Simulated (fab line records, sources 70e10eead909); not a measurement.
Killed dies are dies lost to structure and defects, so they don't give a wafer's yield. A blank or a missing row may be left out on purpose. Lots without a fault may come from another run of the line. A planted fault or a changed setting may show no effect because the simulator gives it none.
Chamber matching | flow nand_harc | NHARC_THIN_TSV_CMP_01 on cmp-04: 4 sister chambers
The step polishes. 7 wafers are shown with their chamber, then 7 later ones without.

WAFERS WITH THEIR CHAMBER
wafer  | chamber | motor_current_A (A) | edge_zone_pressure_frac
L547.3 | 3       | 13.9                | 0.993
L555.2 | 3       | 13.5                | 0.999
L555.5 | 1       | 11.7                | 1.011
L567.1 | 0       | 11.6                | 0.993
L567.5 | 2       | 12.5                | 0.997
L558.1 | 2       | 12.6                | 1.014
L558.2 | 0       | 11.5                | 0.996

WAFERS WITHOUT THEIR CHAMBER
wafer  | motor_current_A (A) | edge_zone_pressure_frac
L558.6 | 11.7                | 1.003
L568.1 | 11.7                | 0.995
L568.2 | 11.9                | 1.007
L568.4 | 11.3                | 1.003
L569.2 | 11.3                | 1.001
L569.3 | 13.8                | 1.009
L569.5 | 14.2                | 0.998

WHICH CHAMBER EACH WENT THROUGH
wafer  | from the rows above     | in truth
L558.6 | can't be placed: 1 or 0 | 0
L568.1 | can't be placed: 0 or 1 | 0
L568.2 | can't be placed: 1 or 0 | 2
L568.4 | can't be placed: 0 or 1 | 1
L569.2 | can't be placed: 0 or 1 | 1
L569.3 | 3                       | 3
L569.5 | 3                       | 3
Placed correctly: 2 of 7. Can't be placed from these rows: 5 (the true chamber is among the candidates in 4). Placed wrongly: 0.
How it was worked out, from the rows above alone: a wafer's distance from a chamber is the root of the sum, over the readings, of the square of ((its reading less the chamber's mean) divided by the reading's scatter). The wafer belongs to the nearest chamber; if the next one is less than 2 further off, it can't be placed. A chamber's mean is the mean of its shown wafers. The scatter: the root of (the sum of the squares of (reading less its chamber's mean) over the shown wafers, divided by (wafers less chambers)).
